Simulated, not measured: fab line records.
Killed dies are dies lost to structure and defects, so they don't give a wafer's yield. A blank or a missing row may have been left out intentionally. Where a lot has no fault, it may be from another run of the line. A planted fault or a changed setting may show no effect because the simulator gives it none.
Chamber matching :: flow nand_harc :: cmp-02 running NHARC_THIN_TSV_CMP_01: 4 sister chambers
The step polishes. 8 wafers are shown with their chamber, then 12 later ones without.

== WAFERS, EACH WITH ITS CHAMBER ==
wafer: L087.3
chamber: 1
motor_current_A (A): 13.7

wafer: L087.4
chamber: 0
motor_current_A (A): 12.7

wafer: L092.2
chamber: 0
motor_current_A (A): 12.8

wafer: L092.3
chamber: 3
motor_current_A (A): 14.3

wafer: L092.4
chamber: 1
motor_current_A (A): 12.5

wafer: L095.1
chamber: 2
motor_current_A (A): 12.2

wafer: L095.3
chamber: 3
motor_current_A (A): 14.4

wafer: L095.6
chamber: 2
motor_current_A (A): 12.0

== WAFERS WHOSE CHAMBER IS MISSING ==
wafer: L094.1
motor_current_A (A): 13.8

wafer: L094.3
motor_current_A (A): 11.7

wafer: L094.6
motor_current_A (A): 14.7

wafer: L094.2
motor_current_A (A): 12.1

wafer: L094.4
motor_current_A (A): 13.2

wafer: L094.5
motor_current_A (A): 12.7

wafer: L096.1
motor_current_A (A): 11.9

wafer: L096.2
motor_current_A (A): 12.8

wafer: L096.3
motor_current_A (A): 12.4

wafer: L096.4
motor_current_A (A): 15.0

wafer: L096.5
motor_current_A (A): 12.0

wafer: L096.6
motor_current_A (A): 14.6

== WHICH CHAMBER EACH ONE RAN IN ==
wafer: L094.1
from the rows above: can't be placed: 3 or 1 or 0
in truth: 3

wafer: L094.3
from the rows above: can't be placed: 2 or 0
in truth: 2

wafer: L094.6
from the rows above: 3
in truth: 3

wafer: L094.2
from the rows above: can't be placed: 2 or 0
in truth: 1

wafer: L094.4
from the rows above: can't be placed: 1 or 0
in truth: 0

wafer: L094.5
from the rows above: can't be placed: 0 or 1 or 2
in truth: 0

wafer: L096.1
from the rows above: can't be placed: 2 or 0
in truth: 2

wafer: L096.2
from the rows above: can't be placed: 0 or 1 or 2
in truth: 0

wafer: L096.3
from the rows above: can't be placed: 2 or 0 or 1
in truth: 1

wafer: L096.4
from the rows above: 3
in truth: 3

wafer: L096.5
from the rows above: can't be placed: 2 or 0
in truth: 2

wafer: L096.6
from the rows above: 3
in truth: 3
Correctly placed: 3 of 12. From these rows, 9 cannot be placed; in 8 the true chamber is one of the candidates. Placed wrongly: 0.
How it was worked out, from the rows above alone: a wafer's distance from a chamber is the root of the sum, over the readings, of the square of ((its reading less the chamber's mean) divided by the reading's scatter). If the next closest chamber is less than 2 further off than the closest, the wafer can't be placed; otherwise it belongs to the closest. The mean given for a chamber averages the wafers shown for that chamber. The scatter: take each reading less its chamber's mean, square it, sum over the shown wafers, divide by the number of wafers less the number of chambers, and take the root.
